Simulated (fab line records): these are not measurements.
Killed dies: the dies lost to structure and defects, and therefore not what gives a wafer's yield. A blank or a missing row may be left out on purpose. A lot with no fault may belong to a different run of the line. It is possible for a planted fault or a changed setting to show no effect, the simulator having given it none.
fab line records	flow n5Finfet
record lots=5	wafers=15	lastDay=19
route steps=1938 shown BEOL_M14@1736
lots that met no fault: taken from a fault-free run of the same line
startH: hours from the record's first day to the start of the lot's first wafer shown	waitH: time in hours since the lot's previous step	" as in the row above	L1.1+2: one row covering several wafers at once	- no value present, or no start provided	* or withheld: withheld	< > ~ a bound
route shown NAME@n: names a module that has steps shown in the file, with the first one's number in the route	usual: average and standard deviation across the fault-free wafers	same: alike in all rows	chamber/n: place in a boat	sites: readings site by site	_std_site: standard deviation of those values	_edge_site: outer sites' mean less inner sites'	radiusMm: for every site, how far away it sits from the centre of the wafer	mask NAME#n: copy n	behind: the tool/chamber that last shaped the wafer	hold: reason for holding the lot/hours on hold/outcome of the hold	device: which transistor (n, p or np) failed to switch	end of line: tests run on the same wafers once the route is complete	where a step has no rows: the recipe by itself	killed: the dies lost at the first sort to structure and to defects; this is not the yield of the wafer	map: per-die view of a wafer (x killed, . not killed, _ where there is no die)
set.NAME: the setting that was run; set.NAME@STEP: the one run at that earlier step	model.NAME: the simulator's own value behind a step, which no gauge read
certain route steps with their lots: each step a table, each wafer a row
services: when a tool's chamber went out of use (startH, in hours from the record's first day, below 0 if earlier), for how many hours, and the reason
## steps
# step N5_BEOL_M14_CD_MEAS_17
# recipe targetCdNm=250	polarity=opening
# usual cdNm=250.5/1.7
lot.wafer	tool	chamber	startH	waitH	cdNm
L076.3	cdSem-01	-	251.79	0.0	249.9
L076.4	"	-	"	"	250.0
L076.6	"	-	"	"	250.5
L078.2	cdSem-02	-	263.98	0.0	250.2
L078.4	"	-	"	"	248.9
L078.5	"	-	"	"	252.4
L082.3	cdSem-02	-	282.32	0.0	253.9
L082.4	"	-	"	"	254.1
L082.6	"	-	"	"	253.2
L092.3	cdSem-01	-	375.89	0.0	249.6
L092.4	"	-	"	"	251.8
L092.5	"	-	"	"	249.7
L095.1	cdSem-03	-	438.92	0.0	251.5
L095.4	"	-	"	"	251.6
L095.5	"	-	"	"	250.5
# step N5_BEOL_M14_COAT_65
# recipe resist=SOC	tempC=250	timeS=60	spinRpm=1500	resistThkNm=450
lot.wafer	tool	chamber	startH	waitH
L076.3+4+6	lithoTrack-04	0	251.82	0.0
L078.2+4+5	lithoTrack-03	0	264.02	0.0
L082.3+4+6	lithoTrack-04	0	282.35	0.0
L092.3+4+5	lithoTrack-04	0	375.93	0.0
L095.1+4+5	lithoTrack-02	0	438.96	0.0
# step N5_BEOL_M14_COAT_66
# recipe resist=SiARC	tempC=220	timeS=60	spinRpm=1500	resistThkNm=110
lot.wafer	tool	chamber	startH	waitH
L076.3+4+6	lithoTrack-04	0	-	-
L078.2+4+5	lithoTrack-03	0	-	-
L082.3+4+6	lithoTrack-04	0	-	-
L092.3+4+5	lithoTrack-04	0	-	-
L095.1+4+5	lithoTrack-02	0	-	-
# step N5_BEOL_M14_COAT_22
# recipe spinRpm=2888	resistThkNm=300
lot.wafer	tool	chamber	startH	waitH
L076.3+4+6	lithoTrack-04	0	-	-
L078.2+4+5	lithoTrack-03	0	-	-
L082.3+4+6	lithoTrack-04	0	-	-
L092.3+4+5	lithoTrack-04	0	-	-
L095.1+4+5	lithoTrack-02	0	-	-
# step N5_BEOL_M14_EBR_24
# recipe solvent=PGMEA	ebrWidthMm=1.5
lot.wafer	tool	chamber	startH	waitH
L076.3+4+6	lithoTrack-04	0	-	-
L078.2+4+5	lithoTrack-03	0	-	-
L082.3+4+6	lithoTrack-04	0	-	-
L092.3+4+5	lithoTrack-04	0	-	-
L095.1+4+5	lithoTrack-02	0	-	-
# step N5_BEOL_M14_SOFTBAKE_23
# recipe tempC=130	timeS=60
lot.wafer	tool	chamber	startH	waitH
L076.3+4+6	lithoTrack-04	0	-	-
L078.2+4+5	lithoTrack-03	0	-	-
L082.3+4+6	lithoTrack-04	0	-	-
L092.3+4+5	lithoTrack-04	0	-	-
L095.1+4+5	lithoTrack-02	0	-	-
# step N5_BEOL_M14_EXPOSE_25
# recipe maskId=M14	na=0.8	sourceShape=annular	sigmaInner=0.5	sigmaOuter=0.8	polarization=unpolarized	targetCdNm=280	doseMj=26.6
lot.wafer	tool	chamber	startH	waitH	mask
L076.3+4+6	krfScanner-02	0	252.07	-	M14#0
L078.2+4+5	krfScanner-01	0	264.30	-	M14#0
L082.3+4+6	krfScanner-02	0	282.64	-	M14#0
L092.3+4+5	krfScanner-01	0	376.06	-	M14#0
L095.1+4+5	krfScanner-01	0	439.20	-	M14#0
# step N5_BEOL_M14_PEB_26
# recipe pebTempC=130	pebTimeS=90
# same pebTimeS=90
lot.wafer	tool	chamber	startH	waitH
L076.3+4+6	lithoTrack-04	0	252.12	0.0
L078.2+4+5	lithoTrack-03	0	264.35	0.0
L082.3+4+6	lithoTrack-02	0	282.68	0.0
L092.3+4+5	lithoTrack-04	0	376.10	0.0
L095.1+4+5	lithoTrack-04	0	439.26	0.1
# step N5_BEOL_M14_DEVELOP_27
# recipe developTimeS=45	rinseLiquid=diw	dry=airSpin	devTempC=21
lot.wafer	tool	chamber	startH	waitH
L076.3+4+6	lithoTrack-04	0	-	-
L078.2+4+5	lithoTrack-03	0	-	-
L082.3+4+6	lithoTrack-02	0	-	-
L092.3+4+5	lithoTrack-04	0	-	-
L095.1+4+5	lithoTrack-04	0	-	-
# step N5_BEOL_M14_HARDBAKE_32
# recipe tempC=130	timeS=120
lot.wafer	tool	chamber	startH	waitH
L076.3+4+6	lithoTrack-04	0	-	-
L078.2+4+5	lithoTrack-03	0	-	-
L082.3+4+6	lithoTrack-02	0	-	-
L092.3+4+5	lithoTrack-04	0	-	-
L095.1+4+5	lithoTrack-04	0	-	-
# step N5_BEOL_M14_CD_MEAS_28
# recipe targetCdNm=284.4	landingEnergyEv=500	detector=seInlens
# usual cdNm=283.6/1.8
lot.wafer	tool	chamber	startH	waitH	cdNm
L076.3	cdSem-02	0	252.24	-	283.9
L076.4	"	0	"	"	281.8
L076.6	"	0	"	"	284.4
L078.2	cdSem-02	0	264.47	-	283.7
L078.4	"	0	"	"	279.6
L078.5	"	0	"	"	284.3
L082.3	cdSem-01	0	282.80	-	284.0
L082.4	"	0	"	"	280.2
L082.6	"	0	"	"	281.8
L092.3	cdSem-03	0	376.22	-	284.0
L092.4	"	0	"	"	284.9
L092.5	"	0	"	"	284.1
L095.1	cdSem-01	0	439.38	-	285.1
L095.4	"	0	"	"	283.2
L095.5	"	0	"	"	285.4
# step N5_BEOL_M14_OVL_MEAS_29
# recipe pointsPerWafer=44
# usual M14_OVL=-3/5.5
lot.wafer	tool	chamber	startH	waitH	M14_OVL[nm]
L076.3	overlay-02	0	252.27	0.0	-10
L076.4	"	0	"	"	-6
L076.6	"	0	"	"	1
L078.2	overlay-01	0	264.50	0.0	-10
L078.4	"	0	"	"	-2
L078.5	"	0	"	"	-6
L082.3	overlay-02	0	282.83	0.0	-8
L082.4	"	0	"	"	-5
L082.6	"	0	"	"	-2
L092.3	overlay-02	0	376.25	0.0	6
L092.4	"	0	"	"	-1
L092.5	"	0	"	"	-1
L095.1	overlay-02	0	439.41	0.0	-11
L095.4	"	0	"	"	-13
L095.5	"	0	"	"	-14
# step N5_BEOL_M14_INSPECT_30
# recipe mode=adi	inspectInstrument=macro
# usual rawDefectCount=2.2/1.3
lot.wafer	tool	chamber	startH	waitH	rawDefectCount
L076.3	defectInspect-01	-	252.29	0.0	2
L076.4	"	-	"	"	2
L076.6	"	-	"	"	1
L078.2	defectInspect-02	-	264.52	0.0	2
L078.4	"	-	"	"	2
L078.5	"	-	"	"	2
L082.3	defectInspect-02	-	282.85	0.0	1
L082.4	"	-	"	"	0
L082.6	"	-	"	"	6
L092.3	defectInspect-01	-	376.27	0.0	4
L092.4	"	-	"	"	4
L092.5	"	-	"	"	2
L095.1	defectInspect-02	-	439.43	0.0	3
L095.4	"	-	"	"	1
L095.5	"	-	"	"	1
# step N5_BEOL_M14_DESCUM_33
# recipe chemistry=O2	timeS=7.9	sourcePowerW=50	biasPowerW=20	pressureMtorr=20	rfFrequencyHz=2.712e+07	tempC=40	o2FlowSccm=225
# usual drypumpMotorCurrentA=5.7/0.43	oesProductAu=0.82/0.097	rfVppV=243.4/1.6	showerheadPlenumPTorr=2.11/0.086	tempC=40.00/0.11	throttleValvePct=20.4/0.31
lot.wafer	tool	chamber	startH	waitH	drypumpMotorCurrentA	oesProductAu	rfHoursCounterH	rfVppV	showerheadPlenumPTorr	tempC	throttleValvePct
L076.3	rieDiel-05	3	252.32	0.0	6.1	0.70	233	240.5	1.99	40.07	20.5
L076.4	"	2	"	"	6.1	0.72	-	244.1	2.17	40.04	20.8
L076.6	"	3	"	"	6.1	0.70	-	241.6	1.99	40.05	20.5
L078.2	rieDiel-03	2	265.32	0.8	5.2	0.95	14	241.6	2.07	39.93	20.5
L078.4	"	3	"	"	5.1	0.69	-	240.9	1.98	39.91	20.8
L078.5	"	2	"	"	5.2	0.95	-	241.8	2.07	40.04	20.5
L082.3	rieDiel-03	0	282.89	0.0	6.2	0.67	244	243.9	2.15	40.00	20.8
L082.4	"	2	"	"	5.2	0.91	23	242.5	2.07	40.02	20.5
L082.6	"	2	"	"	5.2	0.91	-	243.7	2.07	39.91	20.5
L092.3	rieDiel-03	2	376.31	0.0	5.2	0.87	50	243.2	2.06	40.18	20.5
L092.4	"	0	"	"	6.2	0.93	14	244.4	2.15	40.27	20.3
L092.5	"	0	"	"	6.2	0.92	-	244.2	2.15	40.08	20.4
L095.1	rieDiel-01	0	439.46	0.0	5.2	0.72	185	243.5	2.16	39.87	20.5
L095.4	"	1	"	"	6.1	0.79	122	241.8	2.09	40.01	20.2
L095.5	"	3	"	"	5.7	0.80	-	245.0	2.20	39.96	20.8
# step N5_BEOL_M14_ETCH_67
# recipe chemistry=CF4	target=SiARC	targetDepthA=1430	timeS=238.3	ionEnergyEv=80	pressureMtorr=40	sourceW=545	biasW=36	Ar_flow_sccm=100	cf4FlowSccm=100	ends=cleared
# usual drypumpMotorCurrentA=5.7/0.43	etchRfOnTimeS=240/5.6	oesProductAu=0.70/0.084	rfVppV=184.1/1.2	showerheadPlenumPTorr=2.16/0.083	throttleValvePct=15.6/0.31
lot.wafer	tool	chamber	startH	waitH	drypumpMotorCurrentA	etchRfOnTimeS	oesProductAu	rfHoursCounterH	rfVppV	showerheadPlenumPTorr	throttleValvePct
L076.3	rieDiel-05	3	252.36	0.0	6.1	237	0.61	233	183.3	2.03	15.7
L076.4	"	2	"	"	6.2	244	0.61	-	184.0	2.20	15.9
L076.6	"	3	"	"	6.1	236	0.61	-	183.4	2.03	15.7
L078.2	rieDiel-03	2	265.36	0.0	5.2	237	0.79	14	184.4	2.10	15.5
L078.4	"	3	"	"	5.1	249	0.58	-	181.9	2.04	16.0
L078.5	"	2	"	"	5.2	237	0.80	-	182.3	2.10	15.5
L082.3	rieDiel-03	0	282.92	0.0	6.2	244	0.57	244	184.8	2.20	16.0
L082.4	"	2	"	"	5.2	237	0.78	23	184.5	2.10	15.5
L082.6	"	2	"	"	5.2	236	0.78	-	183.3	2.10	15.5
L092.3	rieDiel-03	2	376.34	0.0	5.2	240	0.74	50	183.4	2.09	15.6
L092.4	"	0	"	"	6.2	239	0.79	14	183.6	2.20	15.5
L092.5	"	0	"	"	6.2	238	0.78	-	182.8	2.20	15.5
L095.1	rieDiel-01	0	439.50	0.0	5.1	246	0.61	185	184.4	2.21	15.8
L095.4	"	1	"	"	6.1	236	0.68	122	184.7	2.14	15.5
L095.5	"	3	"	"	5.7	242	0.68	-	185.1	2.26	16.0
# step N5_BEOL_M14_ETCH_68
# recipe chemistry=N2/H2	target=SOC	maskMaterial=SiARC	sourceW=3000	biasW=350	tempC=40	timeS=450	ionEnergyEv=200	pressureMtorr=30	n2FlowSccm=200	h2FlowSccm=200
# usual drypumpMotorCurrentA=5.7/0.43	oesProductAu=0.82/0.097	rfVppV=524/3.1	showerheadPlenumPTorr=2.56/0.11	tempC=40.02/0.12	throttleValvePct=17.68/0.27
lot.wafer	tool	chamber	startH	waitH	drypumpMotorCurrentA	oesProductAu	rfHoursCounterH	rfVppV	showerheadPlenumPTorr	tempC	throttleValvePct
L076.3	rieDiel-05	3	252.50	0.1	6.1	0.70	233	520	2.40	40.03	17.74
L076.4	"	2	"	"	6.1	0.71	-	527	2.62	40.14	17.99
L076.6	"	3	"	"	6.1	0.70	-	520	2.40	39.82	17.77
L078.2	rieDiel-03	2	265.51	0.1	5.2	0.93	14	523	2.48	40.01	17.53
L078.4	"	3	"	"	5.2	0.69	-	520	2.40	40.15	17.97
L078.5	"	2	"	"	5.2	0.94	-	521	2.48	40.13	17.53
L082.3	rieDiel-03	0	283.07	0.1	6.2	0.67	244	526	2.61	39.90	18.03
L082.4	"	2	"	"	5.2	0.91	23	522	2.47	39.90	17.55
L082.6	"	2	"	"	5.2	0.91	-	524	2.47	39.96	17.55
L092.3	rieDiel-03	2	376.49	0.1	5.2	0.86	50	522	2.46	39.86	17.59
L092.4	"	0	"	"	6.2	0.92	14	524	2.60	39.96	17.57
L092.5	"	0	"	"	6.2	0.92	-	525	2.60	40.15	17.60
L095.1	rieDiel-01	0	439.65	0.1	5.1	0.72	185	527	2.63	40.17	17.81
L095.4	"	1	"	"	6.1	0.78	123	523	2.56	39.90	17.69
L095.5	"	3	"	"	5.7	0.80	-	527	2.68	39.91	18.15
# step N5_BEOL_M14_STRIP_69
# recipe chemistry=N2/H2	tempC=40	n2FlowSccm=200	h2FlowSccm=200	rfFrequencyHz=6e+07
lot.wafer	tool	chamber	startH	waitH
L076.3+4+6	rieDiel-05	3,2,3	252.77	0.1
L078.2+4+5	rieDiel-03	2,3,2	265.77	0.1
L082.3+4+6	rieDiel-03	0,2,2	283.33	0.1
L092.3+4+5	rieDiel-03	2,0,0	376.75	0.1
L095.1+4+5	rieDiel-01	0,1,3	439.91	0.1
# step N5_BEOL_M14_TRENCH_ETCH_34
# recipe chemistry=C4F8/O2/Ar	target=SiO2	targetDepthA=5566.5	maskMaterial=SOC	heInnerTorr=15	heOuterTorr=30	timeS=126.9	ionEnergyEv=800	pressureMtorr=20	sourceW=1905	biasW=2040	Ar_flow_sccm=400	C4F8_flow_sccm=16	O2_flow_sccm=12
# usual drypumpMotorCurrentA=5.7/0.42	heOuterTorr=30.01/0.058	oesProductAu=0.81/0.1	rfVppV=2217/34	showerheadPlenumPTorr=3.46/0.13	throttleValvePct=30.8/0.32
lot.wafer	tool	chamber	startH	waitH	drypumpMotorCurrentA	heOuterTorr	oesProductAu	rfHoursCounterH	rfVppV	showerheadPlenumPTorr	throttleValvePct
L076.3	rieDiel-05	3	252.78	0.0	6.1	30.14	0.71	233	2150	3.24	30.6
L076.4	"	2	"	"	6.1	30.09	0.71	-	2266	3.54	31.1
L076.6	"	3	"	"	6.1	29.97	0.71	-	2149	3.24	30.6
L078.2	rieDiel-03	2	265.78	0.0	5.2	30.02	0.93	15	2208	3.40	31.1
L078.4	"	3	"	"	5.1	30.00	0.68	-	2222	3.26	31.1
L078.5	"	2	"	"	5.2	29.96	0.93	-	2208	3.40	31.1
L082.3	rieDiel-03	0	283.34	0.0	6.2	30.12	0.65	244	2242	3.52	31.1
L082.4	"	2	"	"	5.2	29.98	0.91	23	2209	3.39	31.1
L082.6	"	2	"	"	5.2	29.98	0.91	-	2209	3.39	31.1
L092.3	rieDiel-03	2	376.76	0.0	5.2	30.04	0.86	50	2207	3.38	31.1
L092.4	"	0	"	"	6.2	30.01	0.92	14	2240	3.51	30.8
L092.5	"	0	"	"	6.2	29.98	0.91	-	2239	3.51	30.8
L095.1	rieDiel-01	0	439.92	0.0	5.2	30.11	0.71	185	2247	3.54	30.9
L095.4	"	1	"	"	6.1	29.99	0.79	123	2273	3.46	30.8
L095.5	"	3	"	"	5.7	29.96	0.81	-	2189	3.61	31.4
# step N5_BEOL_M14_STRIP_70
# recipe chemistry=C4F8/O2/Ar	resist=SiARC	rfFrequencyHz=6e+07
lot.wafer	tool	chamber	startH	waitH
L076.3+4+6	rieDiel-05	3,2,3	252.89	0.1
L078.2+4+5	rieDiel-03	2,3,2	265.90	0.1
L082.3+4+6	rieDiel-03	0,2,2	283.46	0.1
L092.3+4+5	rieDiel-03	2,0,0	376.88	0.1
L095.1+4+5	rieDiel-01	0,1,3	440.03	0.1
# step N5_BEOL_M14_OCD_MEAS_35
# usual trenchDepthNm=551/13
lot.wafer	tool	chamber	startH	waitH	trenchDepthNm
L076.3	ocd-02	-	252.94	0.0	559
L076.4	"	-	"	"	542
L076.6	"	-	"	"	562
L078.2	ocd-01	-	265.94	0.0	561
L078.4	"	-	"	"	527
L078.5	"	-	"	"	561
L082.3	ocd-02	-	283.50	0.0	532
L082.4	"	-	"	"	557
L082.6	"	-	"	"	556
L092.3	ocd-02	-	376.92	0.0	556
L092.4	"	-	"	"	559
L092.5	"	-	"	"	557
L095.1	ocd-02	-	440.07	0.0	541
L095.4	"	-	"	"	569
L095.5	"	-	"	"	557
# step N5_BEOL_M14_STRIP_37
# recipe chemistry=O2	powerW=600	tempC=60	pressureMtorr=30	rfFrequencyHz=6e+07	biasPowerW=0	overashFraction=0.3	o2FlowSccm=225
# usual drypumpMotorCurrentA=5.8/0.39	oesProductAu=0.83/0.091	rfVppV=3.6/0.98	showerheadPlenumPTorr=2.13/0.081	tempC=60.02/0.13	throttleValvePct=16.61/0.29
lot.wafer	tool	chamber	startH	waitH	drypumpMotorCurrentA	oesProductAu	rfHoursCounterH	rfVppV	showerheadPlenumPTorr	tempC	throttleValvePct
L076.3	rieDiel-01	2	252.97	0.0	5.5	0.84	69	4.1	2.13	60.08	16.51
L076.4	"	1	"	"	6.1	0.85	64	4.2	2.12	60.05	16.40
L076.6	"	3	"	"	5.7	0.88	-	4.7	2.23	60.09	16.91
L078.2	rieDiel-03	3	265.98	0.0	5.1	0.69	222	3.8	1.98	60.04	16.99
L078.4	"	2	"	"	5.2	0.94	-	3.8	2.07	60.02	16.65
L078.5	"	1	"	"	6.1	0.92	-	4.9	2.05	59.83	16.09
L082.3	rieDiel-03	1	285.01	1.5	6.1	0.90	28	3.5	2.05	59.82	16.10
L082.4	"	2	"	"	5.2	0.92	24	3.3	2.07	60.16	16.67
L082.6	"	1	"	"	6.1	0.90	-	4.3	2.05	59.73	16.11
L092.3	rieDiel-05	0	379.18	2.3	6.1	0.85	54	4.5	2.22	59.83	16.32
L092.4	"	3	"	"	6.1	0.94	16	3.7	2.25	59.98	16.44
L092.5	"	0	"	"	6.1	0.84	-	2.3	2.22	59.91	16.37
L095.1	rieDiel-03	3	442.92	2.8	5.1	0.88	32	4.5	2.23	60.19	16.66
L095.4	"	0	"	"	6.2	0.88	35	4.2	2.14	60.18	16.58
L095.5	"	1	"	"	6.1	0.82	-	4.6	2.03	59.98	16.17
# step N5_BEOL_M14_ETCH_38
# recipe chemistry=CF4/N2	target=SiCN	targetDepthA=1065	taperDeg=2	timeS=120.6	ionEnergyEv=150	maskMaterial=SiO2	pressureMtorr=40	sourceW=430	biasW=70	Ar_flow_sccm=100	cf4FlowSccm=60	n2FlowSccm=60
# usual drypumpMotorCurrentA=5.8/0.39	oesProductAu=0.82/0.092	rfVppV=382.9/2.2	showerheadPlenumPTorr=2.23/0.082	throttleValvePct=15.36/0.28
lot.wafer	tool	chamber	startH	waitH	drypumpMotorCurrentA	oesProductAu	rfHoursCounterH	rfVppV	showerheadPlenumPTorr	throttleValvePct
L076.3	rieDiel-01	2	-	-	5.5	0.85	69	382.2	2.23	15.26
L076.4	"	1	"	"	6.1	0.85	64	383.4	2.24	15.20
L076.6	"	3	"	"	5.7	0.88	-	385.9	2.35	15.71
L078.2	rieDiel-03	3	-	-	5.2	0.68	222	378.4	2.09	15.80
L078.4	"	2	"	"	5.2	0.93	-	382.1	2.17	15.31
L078.5	"	1	"	"	6.1	0.91	-	382.0	2.16	14.90
L082.3	rieDiel-03	1	-	-	6.1	0.91	28	380.0	2.16	14.89
L082.4	"	2	"	"	5.2	0.91	24	381.3	2.16	15.32
L082.6	"	1	"	"	6.1	0.91	-	381.0	2.16	14.91
L092.3	rieDiel-05	0	-	-	6.1	0.85	54	385.7	2.33	15.07
L092.4	"	3	"	"	6.2	0.94	16	385.3	2.34	15.10
L092.5	"	0	"	"	6.1	0.85	-	384.8	2.33	15.08
L095.1	rieDiel-03	3	-	-	5.1	0.88	33	384.4	2.34	15.36
L095.4	"	0	"	"	6.2	0.87	35	383.2	2.25	15.34
L095.5	"	1	"	"	6.1	0.83	-	381.2	2.14	15.00
# step N5_BEOL_M14_PRECLEAN_39
# recipe chemistry=residueRemover	timeS=60	tempC=40
# usual tempC=40.01/0.11
lot.wafer	tool	chamber	startH	waitH	tempC
L076.3	wetBench-04	7	253.17	-	40.17
L076.4	"	1	"	"	39.99
L076.6	"	0	"	"	39.96
L078.2	wetBench-04	3	266.18	-	39.74
L078.4	"	7	"	"	39.99
L078.5	"	1	"	"	40.00
L082.3	wetBench-04	6	285.21	-	40.01
L082.4	"	0	"	"	39.93
L082.6	"	7	"	"	40.06
L092.3	wetBench-01	0	379.47	-	40.05
L092.4	"	3	"	"	39.73
L092.5	"	5	"	"	40.03
L095.1	wetBench-04	5	443.11	-	40.15
L095.4	"	4	"	"	39.93
L095.5	"	1	"	"	40.10
# step N5_BEOL_M14_SRD_40
# recipe timeS=30	tempC=23	rinseLiquid=diw	dry=n2Spin	spinRpm=1500	dryTimeS=30
# usual tempC=23.00/0.094
lot.wafer	tool	chamber	startH	waitH	tempC
L076.3	wetBench-04	7	253.19	0.0	22.88
L076.4	"	1	"	"	22.87
L076.6	"	0	"	"	22.84
L078.2	wetBench-04	3	266.20	0.0	22.89
L078.4	"	7	"	"	23.06
L078.5	"	1	"	"	23.03
L082.3	wetBench-04	6	285.23	0.0	23.10
L082.4	"	0	"	"	22.91
L082.6	"	7	"	"	22.97
L092.3	wetBench-01	0	379.49	0.0	22.93
L092.4	"	3	"	"	23.12
L092.5	"	5	"	"	23.02
L095.1	wetBench-04	5	443.13	0.0	22.96
L095.4	"	4	"	"	23.06
L095.5	"	1	"	"	22.98
# step N5_BEOL_M14_DEGAS_41
# recipe ambient=vacuum	tempC=300	timeS=60
# usual heaterPowerW=461/35	susceptorTempC=299.98/0.19
lot.wafer	tool	chamber	startH	waitH	heaterPowerW	susceptorTempC
L076.3	pvdSputter-02	-	253.28	0.1	439	300.06
L076.4	"	-	"	"	496	300.20
L076.6	"	-	"	"	421	299.77
L078.2	pvdSputter-03	-	266.34	0.1	494	299.98
L078.4	"	-	"	"	557	300.10
L078.5	"	-	"	"	425	300.19
L082.3	pvdSputter-03	-	285.27	0.0	548	299.73
L082.4	"	-	"	"	526	300.29
L082.6	"	-	"	"	559	299.82
L092.3	pvdSputter-01	-	379.72	0.2	459	299.92
L092.4	"	-	"	"	436	299.70
L092.5	"	-	"	"	454	300.01
L095.1	pvdSputter-01	-	443.31	0.2	445	299.72
L095.4	"	-	"	"	459	299.99
L095.5	"	-	"	"	453	299.91
# step N5_BEOL_M14_PRE_CLEAN_42
# recipe gas=H2/He	timeS=30	tempC=300
# usual heaterPowerW=461/35	susceptorTempC=300.03/0.19
lot.wafer	tool	chamber	startH	waitH	heaterPowerW	susceptorTempC
L076.3	pvdSputter-02	-	253.32	0.0	432	300.12
L076.4	"	-	"	"	509	299.97
L076.6	"	-	"	"	452	300.07
L078.2	pvdSputter-03	-	266.38	0.0	494	299.99
L078.4	"	-	"	"	554	300.23
L078.5	"	-	"	"	428	299.82
L082.3	pvdSputter-03	-	285.31	0.0	554	300.06
L082.4	"	-	"	"	533	300.03
L082.6	"	-	"	"	551	299.91
L092.3	pvdSputter-01	-	379.76	0.0	455	299.75
L092.4	"	-	"	"	455	300.31
L092.5	"	-	"	"	436	300.07
L095.1	pvdSputter-01	-	443.35	0.0	447	300.46
L095.4	"	-	"	"	461	299.89
L095.5	"	-	"	"	448	299.56
# step N5_BEOL_M14_SPUTTER_43
# recipe material=TaN	targetThkA=150	tempC=50	biasV=168.6	powerW=15000	chamberPressurePa=0.12	timeS=24.19
# usual chamberPressurePa=0.11999/0.00025	susceptorTempC=50.02/0.1	throttleValvePct=30.7/1.3
lot.wafer	tool	chamber	startH	waitH	chamberPressurePa	susceptorTempC	throttleValvePct
L076.3	pvdSputter-02	-	253.36	0.0	0.11978	50.13	30.0
L076.4	"	-	"	"	0.12024	50.08	29.9
L076.6	"	-	"	"	0.11966	50.09	29.9
L078.2	pvdSputter-03	-	266.42	0.0	0.11976	50.18	30.2
L078.4	"	-	"	"	0.11967	50.05	27.3
L078.5	"	-	"	"	0.11965	50.13	28.5
L082.3	pvdSputter-03	-	285.35	0.0	0.12016	50.06	27.6
L082.4	"	-	"	"	0.11995	49.99	29.3
L082.6	"	-	"	"	0.12045	50.15	27.3
L092.3	pvdSputter-01	-	379.80	0.0	0.11956	50.11	31.5
L092.4	"	-	"	"	0.1198	50.02	31.2
L092.5	"	-	"	"	0.12024	49.92	31.1
L095.1	pvdSputter-01	-	443.39	0.0	0.12007	49.94	32.5
L095.4	"	-	"	"	0.1197	50.12	31.2
L095.5	"	-	"	"	0.11976	50.00	31.1
# step N5_BEOL_M14_SPUTTER_44
# recipe material=Ta	targetThkA=150	tempC=50	biasV=80	powerW=15000	chamberPressurePa=0.07	timeS=24.19
# usual chamberPressurePa=0.07001/0.00014	susceptorTempC=50.00/0.12	throttleValvePct=30.7/1.2
lot.wafer	tool	chamber	startH	waitH	chamberPressurePa	susceptorTempC	throttleValvePct
L076.3	pvdSputter-02	-	253.44	0.0	0.07025	50.04	29.9
L076.4	"	-	"	"	0.07019	50.10	29.9
L076.6	"	-	"	"	0.07021	50.09	29.7
L078.2	pvdSputter-03	-	266.50	0.0	0.07017	49.89	30.3
L078.4	"	-	"	"	0.07005	49.85	27.4
L078.5	"	-	"	"	0.06994	49.96	28.9
L082.3	pvdSputter-03	-	285.43	0.0	0.06993	50.04	27.1
L082.4	"	-	"	"	0.06995	49.81	29.3
L082.6	"	-	"	"	0.07018	50.06	27.5
L092.3	pvdSputter-01	-	379.88	0.0	0.07	50.17	31.4
L092.4	"	-	"	"	0.07023	50.00	30.8
L092.5	"	-	"	"	0.07031	50.14	31.4
L095.1	pvdSputter-01	-	443.47	0.0	0.06993	50.09	32.4
L095.4	"	-	"	"	0.07013	50.01	31.4
L095.5	"	-	"	"	0.06981	50.04	31.1
# step N5_BEOL_M14_SPUTTER_45
# recipe material=Cu	targetThkA=1000	tempC=-20	biasV=60	powerW=26000	chamberPressurePa=0.13	timeS=16.67
# usual chamberPressurePa=0.13002/0.00026	susceptorTempC=-19.98/0.11	throttleValvePct=30.7/1.2
lot.wafer	tool	chamber	startH	waitH	chamberPressurePa	susceptorTempC	throttleValvePct
L076.3	pvdSputter-02	-	253.52	0.0	0.12991	-19.85	30.2
L076.4	"	-	"	"	0.12994	-19.93	29.9
L076.6	"	-	"	"	0.12973	-19.91	30.2
L078.2	pvdSputter-03	-	266.58	0.0	0.13009	-20.10	30.5
L078.4	"	-	"	"	0.12991	-19.90	27.3
L078.5	"	-	"	"	0.13041	-19.93	29.0
L082.3	pvdSputter-03	-	285.51	0.0	0.13001	-19.97	27.4
L082.4	"	-	"	"	0.13009	-19.86	29.5
L082.6	"	-	"	"	0.13019	-19.91	27.6
L092.3	pvdSputter-01	-	379.96	0.0	0.13013	-19.87	31.3
L092.4	"	-	"	"	0.13013	-20.02	31.2
L092.5	"	-	"	"	0.13016	-20.10	31.1
L095.1	pvdSputter-01	-	443.55	0.0	0.13001	-20.13	32.0
L095.4	"	-	"	"	0.12996	-20.05	31.2
L095.5	"	-	"	"	0.12953	-20.03	30.9
# step N5_BEOL_M14_ECD_47
# recipe material=Cu	targetThkA=12480
lot.wafer	tool	chamber	startH	waitH
L076.3+4+6	ecdCu-02	1,0,1	253.69	0.1
L078.2+4+5	ecdCu-01	1,1,0	266.70	0.1
L082.3+4+6	ecdCu-01	1,0,1	285.69	0.1
L092.3+4+5	ecdCu-02	1,0,0	380.13	0.1
L095.1+4+5	ecdCu-01	0,1,0	443.67	0.1
# step N5_BEOL_M14_ANNEAL_48
# recipe tempC=225	timeS=90	ambient=N2
# usual wafer_temp_C_max=225.79/0.21
lot.wafer	tool	chamber	startH	waitH	wafer_temp_C_max
L076.3	rtpAnneal-01	0	253.92	0.2	226.18
L076.4	"	0	"	"	225.69
L076.6	"	0	"	"	225.97
L078.2	rtpAnneal-01	0	266.93	0.2	225.56
L078.4	"	0	"	"	225.84
L078.5	"	0	"	"	225.93
L082.3	rtpAnneal-02	0	285.92	0.2	225.82
L082.4	"	0	"	"	225.88
L082.6	"	0	"	"	225.54
L092.3	rtpAnneal-02	0	380.36	0.2	225.69
L092.4	"	0	"	"	225.35
L092.5	"	0	"	"	225.38
L095.1	rtpAnneal-01	0	443.86	0.1	226.08
L095.4	"	0	"	"	225.73
L095.5	"	0	"	"	225.65
## services
tool	chamber	startH	hours	kind
krfScanner-02	-	230.77	0.8	pm
krfScanner-01	-	231.52	1.0	pm
krfScanner-02	-	237.42	1.0	pm
rieDiel-05	1	237.91	6.5	repair
rieDiel-03	0	258.93	7.9	repair
rieDiel-03	1	266.71	8.6	repair
pvdSputter-02	-	269.38	29.2	repair
krfScanner-01	-	281.71	1.3	pm
rieDiel-03	1	289.50	8.2	repair
rieDiel-05	1	308.63	4.9	repair
krfScanner-01	-	309.04	1.7	repair
rieDiel-03	2	309.62	9.7	repair
wetBench-04	-	323.51	4.1	repair
rieDiel-05	1	329.31	1.2	repair
pvdSputter-03	-	355.87	6.6	repair
krfScanner-01	-	380.74	0.8	pm
pvdSputter-02	-	394.55	4.0	repair
krfScanner-01	-	400.40	1.0	pm
krfScanner-01	-	405.76	4.0	repair
rieDiel-03	0	412.68	1.7	repair
rieDiel-03	-	415.85	0.5	repair
rieDiel-03	0	418.15	8.2	repair
pvdSputter-02	-	431.01	1.0	repair
rieDiel-05	0	440.84	9.2	repair
## key
fault none
